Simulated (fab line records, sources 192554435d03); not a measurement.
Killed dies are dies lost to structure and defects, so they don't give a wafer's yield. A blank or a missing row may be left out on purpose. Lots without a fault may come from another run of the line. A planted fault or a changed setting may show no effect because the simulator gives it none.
Chamber matching | flow n5_finfet | N5_BEOL_M11_CURE_71 on uv_cure-03: 3 sister chambers
The step cures SiCOH lowk, time 240 s. 14 wafers are shown with their chamber, then 7 later ones without.

WAFERS WITH THEIR CHAMBER
wafer  | chamber | wafer_temp_C_max | lamp_power_pct (%)
L074.1 | 0       | 387.3            | 52.30
L074.4 | 0       | 386.9            | 52.44
L074.6 | 0       | 387.5            | 52.36
L078.1 | 1       | 388.1            | 52.37
L078.3 | 1       | 388.0            | 52.33
L078.5 | 1       | 388.2            | 52.35
L076.1 | 2       | 386.9            | 52.34
L076.3 | 2       | 386.2            | 52.29
L076.5 | 2       | 386.4            | 52.22
L079.1 | 1       | 387.8            | 52.35
L079.2 | 1       | 387.4            | 52.28
L079.4 | 1       | 388.3            | 52.40
L085.2 | 1       | 389.0            | 52.32
L085.3 | 1       | 387.8            | 52.27

SIGNATURES (means of the wafers above)
reading          | chamber 0 | chamber 1 | chamber 2 | scatter within a chamber
wafer_temp_C_max | 387.233   | 388.075   | 386.500   | 0.424
lamp_power_pct   | 52.3667   | 52.3338   | 52.2833   | 0.0527
Rule: a wafer's distance from a chamber is the root of the sum, over the readings, of the square of ((its reading less the chamber's mean) divided by the reading's scatter). The wafer belongs to the nearest chamber; if the next one is less than 2 further off, it can't be placed. The scatter: the root of (the sum of the squares of (reading less its chamber's mean) over the shown wafers, divided by (wafers less chambers)).

WAFERS WITHOUT THEIR CHAMBER
wafer  | wafer_temp_C_max | lamp_power_pct (%)
L085.6 | 387.7            | 52.38
L088.3 | 386.1            | 52.36
L088.4 | 386.7            | 52.29
L088.6 | 386.4            | 52.36
L092.1 | 387.1            | 52.34
L092.2 | 387.0            | 52.35
L092.5 | 387.7            | 52.31

WHICH CHAMBER EACH WENT THROUGH
wafer  | from the rows above          | in truth
L085.6 | can't be placed: 0 or 1      | 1
L088.3 | can't be placed: 2 or 0      | 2
L088.4 | can't be placed: 2 or 0      | 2
L088.6 | can't be placed: 2 or 0      | 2
L092.1 | can't be placed: 0 or 2 or 1 | 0
L092.2 | can't be placed: 0 or 2 or 1 | 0
L092.5 | can't be placed: 1 or 0 or 2 | 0
Placed correctly: 0 of 7. Can't be placed from these rows: 7 (the true chamber is among the candidates in 7). Placed wrongly: 0.
